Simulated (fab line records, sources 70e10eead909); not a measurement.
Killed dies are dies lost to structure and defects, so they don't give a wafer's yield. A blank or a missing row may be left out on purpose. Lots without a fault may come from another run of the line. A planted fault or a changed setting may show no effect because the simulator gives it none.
Chamber matching | flow nand_harc | NHARC_A_CHANNEL_FILL_D2_CMP_10 on cmp-01: 4 sister chambers
The step polishes, target thk 150 nm. 4 wafers are shown with their chamber, then 9 later ones without.

WAFERS WITH THEIR CHAMBER
wafer  | chamber | motor_current_A (A)
L076.1 | 0       | 12.5
L083.2 | 2       | 12.6
L083.3 | 3       | 12.2
L083.4 | 1       | 11.0

WAFERS WITHOUT THEIR CHAMBER
wafer  | motor_current_A (A)
L086.2 | 11.9
L086.4 | 12.1
L086.6 | 12.4
L088.4 | 11.8
L088.5 | 11.0
L088.6 | 12.5
L091.1 | 12.2
L091.4 | 11.2
L091.5 | 12.4

WHICH CHAMBER EACH WENT THROUGH
wafer  | from the rows above          | in truth
L086.2 | can't be placed: 3 or 0      | 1
L086.4 | can't be placed: 3 or 0      | 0
L086.6 | can't be placed: 0 or 2 or 3 | 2
L088.4 | can't be placed: 3 or 0      | 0
L088.5 | 1                            | 1
L088.6 | can't be placed: 0 or 2 or 3 | 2
L091.1 | can't be placed: 3 or 0      | 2
L091.4 | 1                            | 1
L091.5 | can't be placed: 0 or 2 or 3 | 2
Placed correctly: 2 of 9. Can't be placed from these rows: 7 (the true chamber is among the candidates in 5). Placed wrongly: 0.
How it was worked out, from the rows above alone: a wafer's distance from a chamber is the root of the sum, over the readings, of the square of ((its reading less the chamber's mean) divided by the reading's scatter). The wafer belongs to the nearest chamber; if the next one is less than 2 further off, it can't be placed. A chamber's mean is the mean of its shown wafers. The scatter: with one shown wafer a chamber, the root of the mean of the squares of how far each hidden wafer lies from its nearest shown one.
